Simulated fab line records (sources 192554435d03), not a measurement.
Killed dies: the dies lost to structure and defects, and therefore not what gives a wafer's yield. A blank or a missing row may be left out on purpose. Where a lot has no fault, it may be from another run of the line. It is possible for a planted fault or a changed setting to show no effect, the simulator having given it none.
fab line records    flow n5_finfet
record: lots: 7  wafers: 39
route steps=1938 shown BEOL_M7@1263 BEOL_M8@1371 BEOL_M12@1616 BEOL_M13@1706 MIM_BOT@1833
start_h: hours from the record's opening day to when the first of the lot's shown wafers began    wait_h: hours since the lot's step before    " repeats the value in the row above    L1.1+2: several wafers, shown together as one row    - value missing, or start not given    * or withheld: withheld    < > ~ a bound
route shown NAME@n: names a module that has steps shown in the file, with the first one's number in the route    usual: mean and standard deviation over wafers with no fault    same: alike in all rows    chamber/n: place in a boat    sites: per-site readings    _std_site: their standard deviation    _edge_site: mean of outer sites minus mean of inner sites    radius_mm: for every site, how far away it sits from the centre of the wafer    mask NAME#n: copy n    behind: tool/chamber where the wafer was last shaped    hold: the reason the lot was held/the length of the hold in hours/how it ended    device: the n, p or np transistor that did not switch    end of line: the same wafers' tests at the end of the route    a step with no rows: only its recipe    killed: dies lost to structure and defects at the first sort, not the wafer's yield    map: dies across one wafer; x = killed, . = not, _ = none there
set.NAME: the setting the step ran with; set.NAME@STEP: the setting that earlier step ran with    model.NAME: the simulator's own value behind a step, which no gauge read
lots where settings were altered on purpose, with a table for each step and a row for each wafer
== steps ==
step: N5_BEOL_M7_ILD_DEP_00
recipe: material: SiCOH_lowk  target_thk_a: 1797.5  temp_c: 300  precursor: DEMS/porogen  pressure_torr: 5  rf_w: 500  time_s: 33.4
lot.wafer  tool      chamber  start_h  wait_h  set.target_thk_a  model.SiCOH_lowk_of_BEOL_M7_ILD_DEP_00.thk_nm
L074.1     pecvd-01  2        204.19   0.0     1487              146
L074.2+4   "         1,2      "        "       1797.5            179.8
L074.3     "         0        "        "       1797.5            181.6
L074.5     "         1        "        "       1487              149
L074.6     "         0        "        "       1487              151
L075.1     pecvd-01  2        211.55   0.1     2519              249.8
L075.2     "         0        "        "       2519              250.8
L075.3     "         1        "        "       2519              249
L075.4     "         0        "        "       1797.5            181.8
L075.5     "         1        "        "       1797.5            177.8
L075.6     "         2        "        "       1797.5            180
L076.1     pecvd-04  1        212.19   0.0     1797.5            179
L076.2     "         2        "        "       1435              144.8
L076.3     "         0        "        "       1435              142.4
L076.4+6   "         2,0      "        "       1797.5            183
L076.5     "         1        "        "       1435              145.4
L079.1     pecvd-04  2        230.45   0.0     1525              154.4
L079.2     "         1        "        "       1797.5            179.6
L079.3     "         0        "        "       1797.5            182.8
L079.4     "         0        "        "       1525              158.2
L079.5     "         2        "        "       1525              158.4
L079.6     "         1        "        "       1797.5            184.2
L086.1+3   pecvd-03  2,1      272.00   0.0     2362              235.6
L086.2     "         0        "        "       1797.5            180.8
L086.4     "         2        "        "       1797.5            181
L086.5     "         1        "        "       2362              240.8
L086.6     "         0        "        "       1797.5            185.6
L092.1     pecvd-01  0        325.12   0.0     1797.5            183.6
L092.5     "         0        "        "       1797.5            186
L092.6     "         1        "        "       1797.5            184
L097.1     pecvd-03  1        362.16   0.0     1797.5            184.2
L097.2+3   "         2,0      "        "       1003              103.4
L097.4     "         2        "        "       1797.5            185
L097.5     "         0        "        "       1797.5            185.6
L097.6     "         1        "        "       1003              102.8
step: N5_BEOL_M7_CURE_74
recipe: temp_c: 385  time_s: 240  ambient: He/Ar  material: SiCOH_lowk
lot.wafer  tool        chamber  start_h  wait_h  set.target_thk_a@BEOL_M7_ILD_DEP_00  model.SiCOH_lowk_of_BEOL_M7_ILD_DEP_00.thk_nm
L074.1     uv_cure-01  2        204.26   0.0     1487                                 125.6
L074.2     "           2        "        "       1797.5                               155
L074.3     "           2        "        "       1797.5                               156.6
L074.4     "           2        "        "       1797.5                               155.2
L074.5     "           2        "        "       1487                                 128.2
L074.6     "           2        "        "       1487                                 130
L075.1     uv_cure-01  2        211.74   0.2     2519                                 216.2
L075.2     "           2        "        "       2519                                 217.2
L075.3     "           2        "        "       2519                                 215.6
L075.4     "           2        "        "       1797.5                               156.8
L075.5     "           2        "        "       1797.5                               153.4
L075.6     "           2        "        "       1797.5                               155.2
L076.1     uv_cure-02  2        212.26   0.0     1797.5                               154.4
L076.2     "           2        "        "       1435                                 124.6
L076.3     "           2        "        "       1435                                 122.6
L076.4+6   "           2        "        "       1797.5                               157.8
L076.5     "           2        "        "       1435                                 125
L079.1     uv_cure-02  1        230.51   0.0     1525                                 133
L079.2     "           1        "        "       1797.5                               154.8
L079.3     "           1        "        "       1797.5                               157.6
L079.4     "           1        "        "       1525                                 136.2
L079.5     "           1        "        "       1525                                 136.4
L079.6     "           1        "        "       1797.5                               158.8
L086.1+3   uv_cure-02  2        272.07   0.0     2362                                 203.8
L086.2     "           2        "        "       1797.5                               155.8
L086.4     "           2        "        "       1797.5                               156
L086.5     "           2        "        "       2362                                 208.4
L086.6     "           2        "        "       1797.5                               160.2
L092.1     uv_cure-03  0        325.38   0.2     1797.5                               158.4
L092.5     "           0        "        "       1797.5                               160.4
L092.6     "           0        "        "       1797.5                               158.6
L097.1     uv_cure-03  1        362.22   0.0     1797.5                               159
L097.2+3   "           1        "        "       1003                                 88.8
L097.4     "           1        "        "       1797.5                               159.6
L097.5     "           1        "        "       1797.5                               160
L097.6     "           1        "        "       1003                                 88.2
step: N5_BEOL_M7_THK_MEAS_01
recipe: reads: SiCOH_lowk_of_BEOL_M7_ILD_DEP_00
usual: M7_ILD_THK: 156.3/2
lot.wafer  tool           chamber  start_h  wait_h  set.target_thk_a@BEOL_M7_ILD_DEP_00  M7_ILD_THK[nm]
L074.1     film_metro-02  -        204.77   0.4     1487                                 125.6
L074.2     "              -        "        "       1797.5                               155.0
L074.3     "              -        "        "       1797.5                               156.5
L074.4     "              -        "        "       1797.5                               155.0
L074.5     "              -        "        "       1487                                 128.3
L074.6     "              -        "        "       1487                                 129.9
L075.1     film_metro-01  -        212.26   0.4     2519                                 216.3
L075.2     "              -        "        "       2519                                 217.1
L075.3     "              -        "        "       2519                                 215.4
L075.4     "              -        "        "       1797.5                               156.8
L075.5     "              -        "        "       1797.5                               153.4
L075.6     "              -        "        "       1797.5                               155.2
L076.1     film_metro-02  -        212.77   0.4     1797.5                               154.5
L076.2     "              -        "        "       1435                                 124.5
L076.3     "              -        "        "       1435                                 122.5
L076.4     "              -        "        "       1797.5                               157.9
L076.5     "              -        "        "       1435                                 125.1
L076.6     "              -        "        "       1797.5                               157.8
L079.1     film_metro-02  -        231.03   0.4     1525                                 133.0
L079.2     "              -        "        "       1797.5                               154.9
L079.3     "              -        "        "       1797.5                               157.7
L079.4     "              -        "        "       1525                                 136.1
L079.5     "              -        "        "       1525                                 136.4
L079.6     "              -        "        "       1797.5                               158.9
L086.1     film_metro-02  -        272.58   0.4     2362                                 203.7
L086.2     "              -        "        "       1797.5                               155.8
L086.3     "              -        "        "       2362                                 203.9
L086.4     "              -        "        "       1797.5                               156.1
L086.5     "              -        "        "       2362                                 208.4
L086.6     "              -        "        "       1797.5                               160.2
L092.1     film_metro-02  -        325.90   0.4     1797.5                               158.5
L092.5     "              -        "        "       1797.5                               160.3
L092.6     "              -        "        "       1797.5                               158.8
L097.1     film_metro-01  -        362.74   0.4     1797.5                               158.8
L097.2     "              -        "        "       1003                                 88.8
L097.3     "              -        "        "       1003                                 88.8
L097.4     "              -        "        "       1797.5                               159.7
L097.5     "              -        "        "       1797.5                               160.1
L097.6     "              -        "        "       1003                                 88.3
step: N5_BEOL_M8_ETCH_66
recipe: chemistry: N2/H2  target: SOC  target_depth_a: 800  overetch_a: 160  mask_material: SiARC  temp_c: 40  time_s: 120  ion_energy_ev: 200  pressure_mtorr: 30  source_w: 840  bias_w: 150  n2_flow_sccm: 200  h2_flow_sccm: 200
lot.wafer  tool         chamber  start_h  wait_h  set.target_depth_a  model.SiARC_of_BEOL_M8_COAT_64.thk_nm  model.BEOL_M8.cd_nm
L074.1     rie_diel-05  3        215.46   0.0     1158                4.4                                    41
L074.2+4   "            0,2      "        "       800                 6.4                                    40
L074.3     "            1        "        "       1158                4.4                                    40.8
L074.5     "            1        "        "       1158                4.2                                    41.2
L074.6     "            2        "        "       800                 6.2                                    40
L075.1     rie_diel-05  1        226.76   0.0     800                 6.4                                    40.2
L075.2+5   "            2,1      "        "       946.6               5.6                                    40.4
L075.3+6   "            0,2      "        "       800                 6.4                                    40
L075.4     "            0        "        "       946.6               5.6                                    40.6
L076.1     rie_diel-02  3        226.98   0.0     966.8               5.6                                    40.2
L076.2     "            0        "        "       966.8               5.4                                    40.4
L076.3     "            2        "        "       800                 6.2                                    40.2
L076.4     "            1        "        "       800                 6.4                                    39.8
L076.5     "            3        "        "       800                 6.6                                    39.6
L076.6     "            0        "        "       966.8               5.4                                    40.6
L079.1+6   rie_diel-04  0,3      245.06   0.0     1191                4                                      41
L079.2     "            3        "        "       800                 6.4                                    40
L079.3+5   "            2        "        "       800                 6.4                                    39.8
L079.4     "            1        "        "       1191                4.4                                    40.8
L086.1+2   rie_diel-05  0,3      292.51   0.0     800                 6.4                                    40
L086.3     "            2        "        "       431.4               8.6                                    39
L086.4     "            1        "        "       800                 6.4                                    39.8
L086.5+6   "            3,0      "        "       431.4               8.6                                    39.2
L092.1+5   rie_diel-05  1        339.26   0.0     800                 6.4                                    40
L092.6     "            2        "        "       800                 6.4                                    40.2
L097.1+4   rie_diel-05  1,3      376.49   0.0     800                 6.4                                    40
L097.2+6   "            0,3      "        "       800                 6.4                                    40.4
L097.3+5   "            2,0      "        "       800                 6.4                                    40.2
step: N5_BEOL_M12_ETCH_59
recipe: chemistry: N2/H2  target: BARC  target_depth_a: 890  overetch_a: 267  time_s: 67.9  ion_energy_ev: 200  pressure_mtorr: 30  source_w: 840  bias_w: 150  n2_flow_sccm: 200  h2_flow_sccm: 200
lot.wafer  tool         chamber  start_h  wait_h  set.target_depth_a  model.etch.depth_nm  model.coat_of_BEOL_M12_COAT_04.thk_nm
L074.1     rie_diel-04  3        244.13   0.0     890                 89.57                316.6
L074.2     "            1        "        "       890                 89.02                318.4
L074.3     "            0        "        "       445.5               72.8                 341.2
L074.4     "            2        "        "       445.5               72.15                341
L074.5     "            1        "        "       890                 89.21                317.6
L074.6     "            0        "        "       445.5               72.61                342.4
L075.1     rie_diel-02  0        254.73   0.0     521.1               79.51                339
L075.2     "            1        "        "       890                 88.42                320.4
L075.3     "            2        "        "       521.1               79.12                339.6
L075.4     "            3        "        "       890                 88.58                320.2
L075.5     "            0        "        "       521.1               79.16                338.8
L075.6     "            3        "        "       890                 88.75                321
L076.1     rie_diel-02  0        263.51   0.0     890                 89.74                316.8
L076.2     "            2        "        "       727.8               89.04                326.8
L076.3     "            1        "        "       890                 89.38                320.4
L076.4     "            3        "        "       727.8               89.25                327.8
L076.5     "            2        "        "       890                 89.3                 319
L076.6     "            1        "        "       727.8               89.33                327.8
L079.1     rie_diel-02  0        269.20   0.0     890                 88.4                 319.8
L079.2     "            3        "        "       1366                88.67                297.8
L079.3     "            2        "        "       1366                88.57                293.8
L079.4     "            1        "        "       1366                88.98                294.2
L079.5     "            0        "        "       890                 88.91                320.6
L079.6     "            3        "        "       890                 88.75                321
L086.1     rie_diel-05  3        322.53   0.0     890                 88.99                317
L086.2     "            0        "        "       890                 89.03                316.2
L086.3     "            1        "        "       1079                88.96                307.6
L086.4     "            2        "        "       1079                88.87                305
L086.5     "            1        "        "       890                 89.09                317.4
L086.6     "            0        "        "       1079                89                   306.8
L092.1     rie_diel-04  0        377.95   0.0     890                 88.97                316.4
L092.5     "            1        "        "       890                 88.6                 317.4
L092.6     "            0        "        "       890                 88.91                318.4
L097.1     rie_diel-02  1        410.24   0.0     1206                88.92                302.6
L097.2     "            0        "        "       890                 89.03                318.2
L097.3     "            2        "        "       1206                89.36                299.8
L097.4     "            0        "        "       890                 89.18                317.4
L097.5     "            1        "        "       890                 88.96                318.6
L097.6     "            2        "        "       1206                89.17                300.2
step: N5_BEOL_M12_VIA_ETCH_16
recipe: chemistry: C4F8/O2/Ar  target: SiOC  pressure_mtorr: 30  source_w: 3000  bias_w: 700  Ar_flow_sccm: 400  C4F8_flow_sccm: 15  O2_flow_sccm: 8  he_inner_torr: 15  he_outer_torr: 30  target_depth_a: 7248  time_s: withheld  ion_energy_ev: 250  ends: cleared
lot.wafer  tool         chamber  start_h  wait_h  set.target_depth_a@BEOL_M12_ETCH_59  model.coat_of_BEOL_M12_COAT_04.thk_nm
L074.1     rie_diel-04  3        244.19   0.0     890                                  123.8
L074.2     "            1        "        "       890                                  126.6
L074.3+6   "            0        "        "       445.5                                147.8
L074.4     "            2        "        "       445.5                                147
L074.5     "            1        "        "       890                                  122.4
L075.1     rie_diel-02  0        254.78   0.0     521.1                                147.2
L075.2     "            1        "        "       890                                  127.4
L075.3     "            2        "        "       521.1                                145
L075.4     "            3        "        "       890                                  123.8
L075.5     "            0        "        "       521.1                                141.6
L075.6     "            3        "        "       890                                  125.2
L076.1     rie_diel-02  0        263.56   0.0     890                                  125
L076.2     "            2        "        "       727.8                                134.6
L076.3     "            1        "        "       890                                  129.6
L076.4     "            3        "        "       727.8                                134.2
L076.5     "            2        "        "       890                                  124.2
L076.6     "            1        "        "       727.8                                131.4
L079.1     rie_diel-02  0        269.25   0.0     890                                  129.6
L079.2     "            3        "        "       1366                                 109
L079.3     "            2        "        "       1366                                 103.4
L079.4     "            1        "        "       1366                                 100.4
L079.5     "            0        "        "       890                                  124.4
L079.6     "            3        "        "       890                                  127
L086.1     rie_diel-05  3        322.59   0.0     890                                  127.6
L086.2     "            0        "        "       890                                  125.4
L086.3     "            1        "        "       1079                                 116.2
L086.4     "            2        "        "       1079                                 111.4
L086.5     "            1        "        "       890                                  124.8
L086.6     "            0        "        "       1079                                 113
L092.1     rie_diel-04  0        378.00   0.0     890                                  122.4
L092.5     "            1        "        "       890                                  122.2
L092.6     "            0        "        "       890                                  119.4
L097.1     rie_diel-02  1        410.29   0.0     1206                                 111
L097.2     "            0        "        "       890                                  124
L097.3     "            2        "        "       1206                                 108.8
L097.4     "            0        "        "       890                                  120.8
L097.5     "            1        "        "       890                                  123.8
L097.6     "            2        "        "       1206                                 104.2
step: N5_BEOL_M12_STRIP_63
recipe: chemistry: N2/H2  power_w: 1000  temp_c: 250  h2_frac: 0.65  overash_fraction: 0.3  pressure_mtorr: 1000  n2_flow_sccm: 1750  h2_flow_sccm: 3250
usual: strip_time_to_endpoint_s: 42.7/0.81
lot.wafer  tool             chamber  start_h  wait_h  set.target_depth_a@BEOL_M12_ETCH_59  strip_time_to_endpoint_s
L074.1     plasma_asher-01  1        244.38   -       890                                  42.7
L074.2     "                0        "        "       890                                  43.5
L074.3     "                0        "        "       445.5                                49.1
L074.4     "                1        "        "       445.5                                48.9
L074.5     "                0        "        "       890                                  42.3
L074.6     "                1        "        "       445.5                                49.1
L075.1     plasma_asher-01  0        254.98   -       521.1                                48.9
L075.2     "                1        "        "       890                                  43.7
L075.3     "                1        "        "       521.1                                48.4
L075.4     "                0        "        "       890                                  42.7
L075.5     "                1        "        "       521.1                                47.5
L075.6     "                0        "        "       890                                  43.1
L076.1     plasma_asher-02  0        263.76   -       890                                  43.0
L076.2     "                1        "        "       727.8                                45.6
L076.3     "                0        "        "       890                                  44.3
L076.4     "                1        "        "       727.8                                45.5
L076.5     "                1        "        "       890                                  42.8
L076.6     "                0        "        "       727.8                                44.7
L079.1     plasma_asher-01  1        269.45   -       890                                  44.3
L079.2     "                0        "        "       1366                                 38.7
L079.3     "                0        "        "       1366                                 37.1
L079.4     "                1        "        "       1366                                 36.4
L079.5     "                0        "        "       890                                  42.9
L079.6     "                1        "        "       890                                  43.5
L086.1     plasma_asher-01  0        322.79   -       890                                  43.7
L086.2     "                1        "        "       890                                  43.1
L086.3     "                0        "        "       1079                                 40.7
L086.4     "                1        "        "       1079                                 39.4
L086.5     "                0        "        "       890                                  43.0
L086.6     "                1        "        "       1079                                 39.8
L092.1     plasma_asher-02  1        378.20   -       890                                  42.3
L092.5     "                0        "        "       890                                  42.3
L092.6     "                1        "        "       890                                  41.5
L097.1     plasma_asher-01  1        410.49   -       1206                                 39.3
L097.2     "                0        "        "       890                                  42.8
L097.3     "                0        "        "       1206                                 38.6
L097.4     "                1        "        "       890                                  41.9
L097.5     "                0        "        "       890                                  42.7
L097.6     "                1        "        "       1206                                 37.4
step: N5_BEOL_M13_SPUTTER_44
recipe: material: Ta  target_thk_a: 100  temp_c: 50  bias_v: 80  power_w: 15000  chamber_pressure_pa: 0.07  time_s: 16.13
lot.wafer       tool            chamber  start_h  wait_h  set.time_s  model.Ta_of_BEOL_M13_SPUTTER_44.thk_nm
L074.1+4        pvd_sputter-03  -        258.43   0.0     13.39       8.4
L074.2          "               -        "        "       16.13       10
L074.3          "               -        "        "       16.13       10.2
L074.5          "               -        "        "       13.39       8.2
L074.6          "               -        "        "       16.13       9.8
L075.1          pvd_sputter-01  -        262.98   0.0     24.05       14.8
L075.2          "               -        "        "       16.13       9.8
L075.3+4        "               -        "        "       16.13       10
L075.5+6        "               -        "        "       24.05       15
L076.1+2+3+4+6  pvd_sputter-02  -        271.53   0.0     16.13       9.8
L076.5          "               -        "        "       16.13       10
L079.1+5        pvd_sputter-01  -        276.36   0.0     16.13       10
L079.2          "               -        "        "       16.13       9.8
L079.3+4+6      "               -        "        "       20.29       12.4
L086.1          pvd_sputter-02  -        330.47   0.0     8.503       5.4
L086.2          "               -        "        "       16.13       9.8
L086.3+6        "               -        "        "       16.13       10
L086.4+5        "               -        "        "       8.503       5.2
L092.1          pvd_sputter-01  -        391.06   0.0     16.13       10.2
L092.5+6        "               -        "        "       16.13       10.4
L097.1          pvd_sputter-02  -        421.59   0.0     16.13       9.8
L097.2+6        "               -        "        "       24.43       15.2
L097.3          "               -        "        "       16.13       10.2
L097.4          "               -        "        "       16.13       10
L097.5          "               -        "        "       24.43       15
step: N5_BEOL_M13_SPUTTER_45
recipe: material: Cu  target_thk_a: 800  temp_c: -20  bias_v: 60  power_w: 26000  chamber_pressure_pa: 0.13  time_s: 13.33
step: N5_BEOL_M13_ECD_47
recipe: material: Cu  target_thk_a: 9360
step: N5_BEOL_M13_ANNEAL_48
recipe: temp_c: 225  time_s: 90  ambient: N2
step: N5_BEOL_M13_CMP_49
recipe: stop_on: SiOC  t_overpolish_s: 17.1  down_force_psi: 1  platen_rpm: 50  clearing_platen_down_force_psi: 1.5  clearing_platen_rpm: 50  post_cmp_clean: cu_alkaline  target_thk_nm: 420  clearing_platen_pad_velocity_m_s: 0.99484  pad_velocity_m_s: 0.99484
usual: barrier_field_endpoint_s: 30.3/0.69
lot.wafer  tool    chamber  start_h  wait_h  set.time_s@BEOL_M13_SPUTTER_44  barrier_field_endpoint_s
L074.3     cmp-02  2        259.12   0.2     16.13                           30.0
L074.2     "       3        "        "       16.13                           30.3
L074.4     "       0        "        "       13.39                           28.0
L074.1     "       1        "        "       13.39                           27.7
L074.6     "       2        "        "       16.13                           29.2
L074.5     "       3        "        "       13.39                           28.5
L075.3     cmp-04  0        263.64   0.2     16.13                           31.6
L075.4     "       1        "        "       16.13                           31.1
L075.1     "       2        "        "       24.05                           37.1
L075.2     "       3        "        "       16.13                           30.8
L075.6     "       0        "        "       24.05                           37.7
L075.5     "       1        "        "       24.05                           37.4
L076.4     cmp-03  2        272.19   0.1     16.13                           30.6
L076.3     "       3        "        "       16.13                           30.4
L076.2     "       0        "        "       16.13                           30.2
L076.1     "       1        "        "       16.13                           29.5
L076.5     "       2        "        "       16.13                           31.2
L076.6     "       3        "        "       16.13                           30.2
L079.4     cmp-03  2        277.02   0.1     20.29                           34.7
L079.1     "       3        "        "       16.13                           30.5
L079.2     "       0        "        "       16.13                           30.8
L079.3     "       1        "        "       20.29                           34.1
L079.5     "       2        "        "       16.13                           31.9
L079.6     "       3        "        "       20.29                           34.0
L086.3     cmp-04  1        332.96   0.2     16.13                           31.1
L086.2     "       2        "        "       16.13                           30.6
L086.1     "       3        "        "       8.503                           24.4
L086.4     "       0        "        "       8.503                           24.9
L086.5     "       1        "        "       8.503                           25.1
L086.6     "       2        "        "       16.13                           30.8
L092.1     cmp-04  3        392.02   0.3     16.13                           30.4
L092.5     "       2        "        "       16.13                           30.7
L092.6     "       3        "        "       16.13                           31.4
L097.1     cmp-02  1        422.25   0.3     16.13                           30.6
L097.4     "       2        "        "       16.13                           31.5
L097.3     "       3        "        "       16.13                           31.6
L097.2     "       0        "        "       24.43                           37.4
L097.5     "       1        "        "       24.43                           37.1
L097.6     "       2        "        "       24.43                           38.0
step: N5_MIM_BOT_SPUTTER_00
recipe: material: TiN  target_thk_a: 350  temp_c: 200  power_w: 3000  chamber_pressure_pa: 0.49996  gas: Ar  reactive_partial_pa: 0.37997  time_s: 89.7
lot.wafer       tool            chamber  start_h  wait_h  set.target_thk_a  model.TiN_of_MIM_BOT_SPUTTER_00.thk_nm
L074.1+2+4+5+6  pvd_sputter-02  -        274.19   0.0     350               35
L074.3          "               -        "        "       350               34.8
L075.1          pvd_sputter-02  -        277.39   0.0     228.3             22.8
L075.2+4        "               -        "        "       228.3             22.4
L075.3          "               -        "        "       350               34.8
L075.5+6        "               -        "        "       350               34.6
L076.1+2        pvd_sputter-02  -        287.16   0.0     533.5             53
L076.3          "               -        "        "       533.5             53.2
L076.4+6        "               -        "        "       350               34.8
L076.5          "               -        "        "       350               34.6
L079.1          pvd_sputter-02  -        296.58   0.0     515.5             51.4
L079.2          "               -        "        "       350               35.4
L079.3          "               -        "        "       515.5             51.2
L079.4          "               -        "        "       515.5             51.6
L079.5          "               -        "        "       350               34.6
L079.6          "               -        "        "       350               34.8
L086.1          pvd_sputter-03  -        350.49   0.0     551.4             55.4
L086.2          "               -        "        "       350               35.6
L086.3+5        "               -        "        "       350               35.4
L086.4          "               -        "        "       551.4             55.8
L086.6          "               -        "        "       551.4             55.6
L092.1+5        pvd_sputter-02  -        408.32   0.0     350               35
L092.6          "               -        "        "       350               35.2
L097.1+6        pvd_sputter-02  -        435.66   0.0     174.8             17.6
L097.2+5        "               -        "        "       350               35.2
L097.3          "               -        "        "       350               35
L097.4          "               -        "        "       174.8             17.2
== key ==
split: step: N5_BEOL_M7_ILD_DEP_00  setting: target_thk_a  stated: 1797.5  by: wafer
response: step: N5_BEOL_M7_ILD_DEP_00  reading: model.SiCOH_lowk_of_BEOL_M7_ILD_DEP_00.thk_nm  change: +1.79  per: 1%  r: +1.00
response: step: N5_BEOL_M7_CURE_74  reading: model.SiCOH_lowk_of_BEOL_M7_ILD_DEP_00.thk_nm  change: +1.56  per: 1%  r: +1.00
response: step: N5_BEOL_M7_THK_MEAS_01  reading: M7_ILD_THK  change: +1.56  per: 1%  r: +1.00
split: step: N5_BEOL_M8_ETCH_66  setting: target_depth_a  stated: 800  by: wafer
response: step: N5_BEOL_M8_ETCH_66  reading: model.SiARC_of_BEOL_M8_COAT_64.thk_nm  change: -0.0461  per: 1%  r: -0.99
response: step: N5_BEOL_M8_ETCH_66  reading: model.BEOL_M8.cd_nm  change: +0.0209  per: 1%  r: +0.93
split: step: N5_BEOL_M12_ETCH_59  setting: target_depth_a  stated: 890  by: wafer
response: step: N5_BEOL_M12_ETCH_59  reading: model.etch.depth_nm  shape: bent  at_lowest: 72.52  at_stated: 88.99  at_highest: 88.74
response: step: N5_BEOL_M12_ETCH_59  reading: model.coat_of_BEOL_M12_COAT_04.thk_nm  change: -0.473  per: 1%  r: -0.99
response: step: N5_BEOL_M12_VIA_ETCH_16  reading: model.coat_of_BEOL_M12_COAT_04.thk_nm  change: -0.449  per: 1%  r: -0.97
response: step: N5_BEOL_M12_STRIP_63  reading: strip_time_to_endpoint_s  change: *  per: 1%  r: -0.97
split: step: N5_BEOL_M13_SPUTTER_44  setting: time_s  stated: 16.13  by: wafer
response: step: N5_BEOL_M13_SPUTTER_44  reading: model.Ta_of_BEOL_M13_SPUTTER_44.thk_nm  change: +0.0997  per: 1%  r: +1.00
response: step: N5_BEOL_M13_CMP_49  reading: barrier_field_endpoint_s  change: +0.125  per: 1%  r: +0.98
split: step: N5_MIM_BOT_SPUTTER_00  setting: target_thk_a  stated: 350  by: wafer
response: step: N5_MIM_BOT_SPUTTER_00  reading: model.TiN_of_MIM_BOT_SPUTTER_00.thk_nm  change: +0.35  per: 1%  r: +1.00
